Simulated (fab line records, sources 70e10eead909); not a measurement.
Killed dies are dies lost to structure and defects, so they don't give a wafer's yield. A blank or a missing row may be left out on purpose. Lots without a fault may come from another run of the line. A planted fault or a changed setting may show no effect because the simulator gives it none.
fab line records | flow nand_harc | part 1 of 2: steps 1 to 14 of 15
record lots=7 wafers=21 last_day=23
route steps=1159 shown P_BONDPAD@360 END@1159
lots that met no fault: from a run of the same line without faults
start_h: hours from the record's first day to the start of the lot's first wafer shown | wait_h: hours since the lot's step before | " the same as in the row above | L1.1+2: a row that stands for several wafers | - no value, or no start given | * or withheld: withheld | < > ~ a bound
route shown NAME@n: a module of which the file shows steps, and the number in the route of the first | usual: mean/standard deviation of fault-free wafers | same: alike in all rows | chamber/n: place in a boat | sites: the reading at each site | _std_site: their standard deviation | _edge_site: outer sites' mean less inner sites' | radius_mm: how far each site lies from the wafer's centre | mask NAME#n: copy n | behind: the tool/chamber that last shaped the wafer | hold: why the lot was held/for how many hours/how that ended | device: the transistor (n, p or np) that didn't switch | end of line: the same wafers' tests at the end of the route | a step without rows: its recipe alone | killed: dies lost to structure and defects at the first sort, not the wafer's yield | map: a wafer's dies, x killed, . not, _ none there
set.NAME: the setting as run; set.NAME@STEP: as run at that earlier step | model.NAME: the simulator's own value behind a step, which no gauge read
lots at some steps of the route; a table a step, a row a wafer
services: from which hour (start_h, from the record's first day; less than 0 if before it) a tool's chamber was out of use, for how many hours, and why
## steps
# step NHARC_P_BONDPAD_EBR_05
# step NHARC_P_BONDPAD_EXPOSE_06
# recipe na=0.55 dose_mj=37.06 mask_id=P_BPAD
# step NHARC_P_BONDPAD_PEB_07
# recipe peb_temp_c=128 peb_time_s=80
# step NHARC_P_BONDPAD_DEVELOP_08
# recipe time_s=50 dev_temp_c=22
# step NHARC_P_BONDPAD_CD_MEAS_09
# recipe target_cd_nm=500 landing_energy_ev=500
# usual cd_nm=500.1/2.4
# columns lot.wafer tool chamber start_h wait_h cd_nm
L774.1 cd_sem-03 0 175.50 - 501.0
L774.3 " 0 " " 501.3
L774.6 " 0 " " 499.5
L773.1 cd_sem-02 0 176.48 - 499.4
L773.5 " 0 " " 501.3
L773.6 " 0 " " 499.6
L776.2 cd_sem-03 0 183.79 - 503.0
L776.3 " 0 " " 499.1
L776.4 " 0 " " 496.4
L784.2 cd_sem-03 0 230.94 - 501.2
L784.5 " 0 " " 503.1
L784.6 " 0 " " 499.8
L785.3 cd_sem-02 0 236.24 - 498.0
L785.4 " 0 " " 500.8
L785.6 " 0 " " 495.8
L786.2 cd_sem-03 0 239.69 - 500.8
L786.3 " 0 " " 498.2
L786.5 " 0 " " 497.6
L787.1 cd_sem-02 0 249.50 - 498.4
L787.5 " 0 " " 499.0
L787.6 " 0 " " 498.2
# step NHARC_P_BONDPAD_OVL_MEAS_38
# usual overlay_x_nm=0/5.3 overlay_y_nm=1/7.9
# columns lot.wafer tool chamber start_h wait_h overlay_x_nm overlay_y_nm
L774.1 overlay-02 - 175.59 - 2 14
L774.3 " - " " 2 14
L774.6 " - " " 1 14
L773.1 overlay-01 - 176.57 - -2 -12
L773.5 " - " " -2 -12
L773.6 " - " " -2 -13
L776.2 overlay-02 - 183.87 - -3 -7
L776.3 " - " " -2 -7
L776.4 " - " " -3 -7
L784.2 overlay-02 - 231.03 - -4 9
L784.5 " - " " -4 9
L784.6 " - " " -4 9
L785.3 overlay-01 - 236.33 - 1 4
L785.4 " - " " 2 4
L785.6 " - " " 1 4
L786.2 overlay-02 - 239.78 - -10 19
L786.3 " - " " -10 19
L786.5 " - " " -9 20
L787.1 overlay-01 - 249.59 - 1 -7
L787.5 " - " " 2 -6
L787.6 " - " " 2 -7
# step NHARC_P_BONDPAD_HARDBAKE_10
# recipe temp_c=118 time_s=65
# step NHARC_P_BONDPAD_DESCUM_11
# recipe time_s=3 o2_flow_sccm=200 ar_flow_sccm=0 bias_power_w=0 chemistry=O2
# usual drypump_motor_current_A=5.7/0.37 oes_product_au=1.002/0.0094 rf_vpp_V=57.9/0.85 showerhead_plenum_p_Torr=1.93/0.091 throttle_valve_pct=11.312/0.009
# same time_s=3
# columns lot.wafer tool chamber start_h wait_h drypump_motor_current_A oes_product_au rf_hours_counter_h rf_vpp_V showerhead_plenum_p_Torr throttle_valve_pct
L774.1 rie_diel-01 1 175.74 - 6.1 1.011 3 58.7 2.04 11.309
L774.3 " 2 " " 5.1 1.005 4 57.3 1.81 11.298
L774.6 " 0 " " 5.9 1.020 - 57.8 1.88 11.303
L773.1 rie_diel-01 2 176.71 - 5.2 0.992 4 56.8 1.81 11.303
L773.6 " 0 " " 5.9 1.002 - 56.6 1.88 11.305
L773.5 " 1 " " 6.1 1.003 - 59.3 2.04 11.304
L776.4 rie_diel-01 3 184.00 - 5.4 0.992 4 58.3 2.03 11.317
L776.3 " 0 " " 5.9 1.011 3 56.7 1.88 11.313
L776.2 " 1 " " 6.1 1.004 4 57.4 2.04 11.305
L784.2 rie_diel-01 3 231.18 - 5.5 1.005 8 58.8 2.03 11.311
L784.5 " 0 " " 5.9 1.016 - 57.4 1.88 11.315
L784.6 " 1 " " 6.1 1.001 - 59.1 2.04 11.305
L785.3 rie_diel-01 0 236.45 - 5.8 1.008 8 55.9 1.88 11.310
L785.4 " 1 " " 6.1 1.008 10 59.1 2.04 11.339
L785.6 " 0 " " 5.9 1.017 - 57.8 1.88 11.327
L786.2 rie_diel-01 1 239.91 - 6.1 1.017 10 59.3 2.04 11.329
L786.3 " 2 " " 5.1 0.998 10 56.7 1.81 11.302
L786.5 " 1 " " 6.1 1.016 - 58.5 2.04 11.337
L787.1 rie_diel-01 2 249.72 - 5.1 1.006 11 56.4 1.81 11.320
L787.5 " 2 " " 5.1 1.005 - 58.5 1.81 11.311
L787.6 " 3 " " 5.4 0.993 - 58.7 2.03 11.322
# step NHARC_P_BONDPAD_ETCH_37
# recipe target_depth_a=600 overetch_a=180 time_s=65.91 ion_energy_ev=200 n2_flow_sccm=150 h2_flow_sccm=150 ar_flow_sccm=0 rf_w=400 bias_w=150 chemistry=N2/H2
# usual bias_w=150.0/0.45 drypump_motor_current_A=5.8/0.37 oes_product_au=1.003/0.011 rf_fwd_power_W=396.8/1.6 rf_vpp_V=431.0/2.8 showerhead_plenum_p_Torr=2.06/0.1 throttle_valve_pct=14.172/0.0092
# same time_s=65.91
# columns lot.wafer tool chamber start_h wait_h bias_w drypump_motor_current_A oes_product_au rf_fwd_power_W rf_hours_counter_h rf_vpp_V showerhead_plenum_p_Torr throttle_valve_pct
L774.1 rie_diel-01 1 175.83 0.1 149.6 6.1 1.004 398.3 3 433.7 2.18 14.171
L774.3 " 3 " " 149.9 5.4 0.994 396.1 3 432.8 2.17 14.185
L774.6 " 1 " " 149.0 6.1 1.000 398.5 - 434.4 2.18 14.172
L773.1 rie_diel-01 2 176.78 0.1 150.4 5.2 0.988 395.9 4 427.5 1.93 14.172
L773.6 " 2 " " 149.0 5.2 0.995 395.9 - 428.3 1.93 14.175
L773.5 " 3 " " 150.3 5.4 0.985 397.8 - 433.7 2.17 14.176
L776.3 rie_diel-01 3 184.08 0.1 149.9 5.5 0.997 396.4 4 433.9 2.17 14.168
L776.2 " 1 " " 150.7 6.1 1.011 394.2 4 434.4 2.18 14.175
L776.4 " 2 " " 149.6 5.1 1.000 395.3 4 427.2 1.93 14.176
L784.2 rie_diel-01 1 231.25 0.1 150.2 6.1 1.006 396.2 9 434.4 2.18 14.167
L784.5 " 0 " " 149.9 5.9 1.006 397.1 - 430.6 2.01 14.175
L784.6 " 1 " " 150.4 6.1 1.016 397.0 - 433.3 2.18 14.181
L785.4 rie_diel-01 0 236.54 0.1 150.8 6.0 1.012 397.1 8 429.4 2.00 14.179
L785.3 " 2 " " 149.8 5.2 1.003 397.6 10 428.4 1.93 14.167
L785.6 " 1 " " 149.9 6.1 1.015 396.1 - 435.5 2.18 14.168
L786.3 rie_diel-01 0 239.99 0.1 149.8 5.9 1.002 395.7 9 429.1 2.01 14.177
L786.2 " 1 " " 150.7 6.1 1.002 398.0 10 433.4 2.18 14.172
L786.5 " 0 " " 150.0 5.9 1.007 397.0 - 430.5 2.01 14.175
L787.1 rie_diel-01 2 249.81 0.1 149.8 5.2 1.004 396.3 11 428.7 1.93 14.170
L787.5 " 0 " " 150.8 5.9 1.018 398.6 - 429.0 2.01 14.169
L787.6 " 1 " " 150.4 6.1 1.014 394.6 - 433.8 2.18 14.167
# step NHARC_P_BONDPAD_ETCH_12
# recipe target_depth_a=2000 time_s=100 chf3_flow_sccm=50 o2_flow_sccm=10 ar_flow_sccm=200 rf_w=500 bias_w=200 chemistry=CHF3/O2
# usual bias_w=200.0/0.6 drypump_motor_current_A=5.7/0.39 oes_product_au=0.946/0.021 rf_fwd_power_W=497.0/1.6 rf_vpp_V=371.0/2.6 showerhead_plenum_p_Torr=2.42/0.11 throttle_valve_pct=20.573/0.0089
# same time_s=100
# columns lot.wafer tool chamber start_h wait_h bias_w drypump_motor_current_A oes_product_au rf_fwd_power_W rf_hours_counter_h rf_vpp_V showerhead_plenum_p_Torr throttle_valve_pct
L774.1 rie_diel-01 2 - - 200.1 5.2 0.950 495.8 4 366.7 2.28 20.563
L774.3 " 0 " " 199.9 5.9 0.964 497.7 3 367.9 2.37 20.593
L774.6 " 2 " " 199.7 5.2 0.944 494.2 - 368.3 2.28 20.575
L773.1 rie_diel-01 2 - - 201.0 5.2 0.919 495.8 4 367.5 2.28 20.584
L773.5 " 1 " " 199.4 6.1 0.930 499.7 - 375.5 2.55 20.566
L773.6 " 2 " " 200.2 5.1 0.922 498.7 - 368.0 2.28 20.580
L776.4 rie_diel-01 3 - - 199.1 5.5 0.917 499.3 4 373.2 2.54 20.586
L776.2 " 0 " " 199.8 5.9 0.936 495.9 3 369.6 2.37 20.567
L776.3 " 1 " " 199.2 6.1 0.939 494.0 4 373.9 2.55 20.576
L784.2 rie_diel-01 1 - - 199.6 6.1 0.935 495.4 9 376.0 2.55 20.581
L784.5 " 0 " " 200.6 5.9 0.938 495.7 - 370.8 2.36 20.559
L784.6 " 1 " " 199.3 6.1 0.933 495.8 - 373.9 2.55 20.566
L785.3 rie_diel-01 2 - - 200.1 5.1 0.926 495.7 10 366.3 2.28 20.564
L785.4 " 3 " " 201.0 5.4 0.917 497.9 9 373.4 2.54 20.581
L785.6 " 3 " " 200.7 5.4 0.924 498.2 - 373.9 2.54 20.573
L786.2 rie_diel-01 1 - - 199.6 6.1 0.976 496.5 10 372.9 2.55 20.594
L786.3 " 2 " " 200.0 5.1 0.962 497.6 10 367.0 2.28 20.583
L786.5 " 3 " " 199.1 5.5 0.975 493.1 - 373.6 2.54 20.562
L787.1 rie_diel-01 3 - - 198.8 5.4 0.952 499.5 10 374.4 2.54 20.580
L787.6 " 0 " " 200.2 5.9 0.971 496.0 - 370.0 2.36 20.556
L787.5 " 1 " " 198.5 6.1 0.988 497.8 - 373.7 2.55 20.568
# step NHARC_P_BONDPAD_CD_MEAS_13
# usual cd_nm=499.5/2.6
# columns lot.wafer tool chamber start_h wait_h cd_nm
L774.1 cd_sem-01 - 176.06 - 500.5
L774.3 " - " " 501.5
L774.6 " - " " 498.9
L773.1 cd_sem-03 - 177.02 - 498.1
L773.5 " - " " 500.8
L773.6 " - " " 499.4
L776.2 cd_sem-02 - 184.31 - 502.5
L776.3 " - " " 497.8
L776.4 " - " " 495.4
L784.2 cd_sem-03 - 231.47 - 499.9
L784.5 " - " " 502.1
L784.6 " - " " 499.6
L785.3 cd_sem-03 - 236.77 - 497.4
L785.4 " - " " 499.6
L785.6 " - " " 494.9
L786.2 cd_sem-02 - 240.22 - 500.7
L786.3 " - " " 497.0
L786.5 " - " " 497.4
L787.1 cd_sem-01 - 250.03 - 497.8
L787.5 " - " " 497.8
L787.6 " - " " 498.6
# step NHARC_P_BONDPAD_STRIP_15
# recipe o2_flow_sccm=500 ar_flow_sccm=0 bias_w=0 chemistry=O2
# usual drypump_motor_current_A=5.7/0.38 oes_product_au=1.002/0.01 rf_vpp_V=57.9/1 showerhead_plenum_p_Torr=3.57/0.16 throttle_valve_pct=17.036/0.0092
# same bias_w=0
# columns lot.wafer tool chamber start_h wait_h drypump_motor_current_A oes_product_au rf_hours_counter_h rf_vpp_V showerhead_plenum_p_Torr throttle_valve_pct
L774.1 rie_diel-01 0 176.13 0.1 5.9 1.021 3 57.7 3.48 17.037
L774.3 " 3 " " 5.5 0.994 3 59.0 3.73 17.040
L774.6 " 1 " " 6.1 1.006 - 59.2 3.75 17.034
L773.1 rie_diel-01 1 177.15 0.1 6.1 1.005 3 58.6 3.75 17.042
L773.6 " 2 " " 5.2 0.992 - 56.3 3.36 17.048
L773.5 " 3 " " 5.5 0.991 - 58.1 3.73 17.030
L776.3 rie_diel-01 0 184.39 0.1 6.0 1.016 3 57.5 3.48 17.048
L776.4 " 2 " " 5.2 0.996 4 59.2 3.36 17.051
L776.2 " 3 " " 5.5 1.007 4 57.5 3.73 17.027
L784.2 rie_diel-01 3 231.55 0.1 5.5 1.005 8 56.7 3.73 17.054
L784.6 " 3 " " 5.5 0.998 - 56.9 3.73 17.023
L784.5 " 0 " " 5.9 1.020 - 58.0 3.47 17.031
L785.4 rie_diel-01 0 236.87 0.1 5.9 1.015 8 57.7 3.47 17.026
L785.3 " 1 " " 6.1 1.018 10 58.7 3.74 17.027
L785.6 " 2 " " 5.2 0.997 - 56.9 3.35 17.042
L786.3 rie_diel-01 0 240.29 0.1 5.9 1.016 9 58.3 3.47 17.043
L786.2 " 1 " " 6.1 1.013 10 58.8 3.74 17.025
L786.5 " 0 " " 5.9 1.023 - 57.9 3.47 17.040
L787.1 rie_diel-01 2 250.11 0.1 5.2 0.993 12 58.1 3.35 17.043
L787.6 " 2 " " 5.1 0.991 - 57.9 3.35 17.027
L787.5 " 3 " " 5.5 1.001 - 58.6 3.73 17.040
# step NHARC_P_BONDPAD_ETCH_24
# recipe target_depth_a=300 over_etch_frac=0.3 time_s=72.99 ion_energy_ev=150 cf4_flow_sccm=50 n2_flow_sccm=100 ar_flow_sccm=150 rf_w=300 bias_w=100 chemistry=CF4/N2
# usual bias_w=100.01/0.29 cf4_flow_sccm=50.02/0.15 drypump_motor_current_A=5.7/0.38 oes_product_au=1.001/0.01 rf_fwd_power_W=297.8/1 rf_vpp_V=314.6/2.3 showerhead_plenum_p_Torr=2.66/0.12 throttle_valve_pct=19.794/0.0098
# same time_s=72.99
# columns lot.wafer tool chamber start_h wait_h bias_w cf4_flow_sccm drypump_motor_current_A oes_product_au rf_fwd_power_W rf_hours_counter_h rf_vpp_V showerhead_plenum_p_Torr throttle_valve_pct
L774.3 rie_diel-01 2 176.28 - 100.20 49.95 5.2 0.996 296.8 4 311.6 2.50 19.800
L774.1 " 0 " " 100.39 50.12 5.9 1.013 296.2 3 313.2 2.59 19.793
L774.6 " 3 " " 99.61 49.86 5.5 0.986 299.8 - 317.6 2.78 19.788
L773.1 rie_diel-01 3 177.32 0.1 100.07 50.12 5.5 0.992 298.7 4 315.5 2.78 19.806
L773.6 " 1 " " 100.03 49.92 6.1 1.005 298.8 - 315.4 2.79 19.804
L773.5 " 3 " " 99.67 50.04 5.5 0.983 298.7 - 316.3 2.78 19.791
L776.3 rie_diel-01 3 184.54 - 100.07 49.99 5.5 0.997 299.3 4 316.7 2.78 19.797
L776.2 " 0 " " 100.23 50.00 5.9 1.021 296.9 3 313.1 2.59 19.781
L776.4 " 1 " " 99.86 50.28 6.1 0.998 296.9 4 317.7 2.79 19.790
L784.2 rie_diel-01 3 231.72 - 99.45 49.67 5.4 0.998 300.6 8 317.2 2.78 19.789
L784.5 " 0 " " 100.04 49.89 5.9 1.005 297.7 - 314.0 2.59 19.799
L784.6 " 1 " " 100.47 49.79 6.1 1.012 298.4 - 316.7 2.79 19.799
L785.3 rie_diel-01 3 237.00 - 100.18 49.91 5.4 0.749 178.6 9 316.3 2.78 19.806
L785.4 " 1 " " 100.68 50.09 6.1 0.756 176.9 10 316.6 2.79 19.786
L785.6 " 3 " " 100.20 49.90 5.4 0.743 178.9 - 316.2 2.78 19.799
L786.2 rie_diel-01 0 240.45 - 100.01 50.08 5.9 0.762 177.1 9 313.7 2.58 19.805
L786.3 " 1 " " 99.74 50.01 6.1 0.749 177.6 10 317.2 2.79 19.798
L786.5 " 0 " " 99.69 50.03 5.9 0.750 177.2 - 314.7 2.58 19.791
L787.1 rie_diel-01 1 250.27 - 99.78 49.97 6.1 0.760 177.1 11 316.8 2.79 19.801
L787.6 " 0 " " 99.90 50.28 5.9 0.757 177.5 - 314.0 2.58 19.800
L787.5 " 1 " " 99.89 50.00 6.2 0.769 177.1 - 317.1 2.79 19.794
# step NHARC_P_BONDPAD_STRIP_16
# recipe time_s=600 temp_c=30 chemistry=post_etch_residue_remover
## key
first_sign step=NHARC_P_BONDPAD_ETCH_24 reading=rf_fwd_power_W direction=down sigmas=99+ usual=* struck=*
effect step=NHARC_P_BONDPAD_ETCH_24 reading=oes_product_au direction=down sigmas=24 usual=1.001 struck=0.755
effect step=NHARC_END_SORT_01 reading=killed_at_periphery direction=up sigmas=99+ usual=4.0 struck=637.9
more_kills_born_at NHARC_P_BONDPAD_ETCH_24@rie_diel-01=5708
met_at NHARC_P_BONDPAD_ETCH_24
struck_wafers L785.3,L785.4,L785.6,L786.2,L786.3,L786.5,L787.1,L787.5,L787.6
later_rows_left_out L785.3,L785.4,L785.6,L786.2,L786.3,L786.5,L787.1,L787.5,L787.6
onset_between 231.72 237.00
fault kind=process_parameter_drift tool=rie_diel-01 chamber=- onset_h=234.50 steps=NHARC_P_BONDPAD_ETCH_24 channel=rf_w offset=* shape=step end_h=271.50 acts_in=* stated=*
# later_rows_left_out: the simulator's readings of these wafers behind a module that went badly wrong aren't trusted and aren't shown, but for the sort
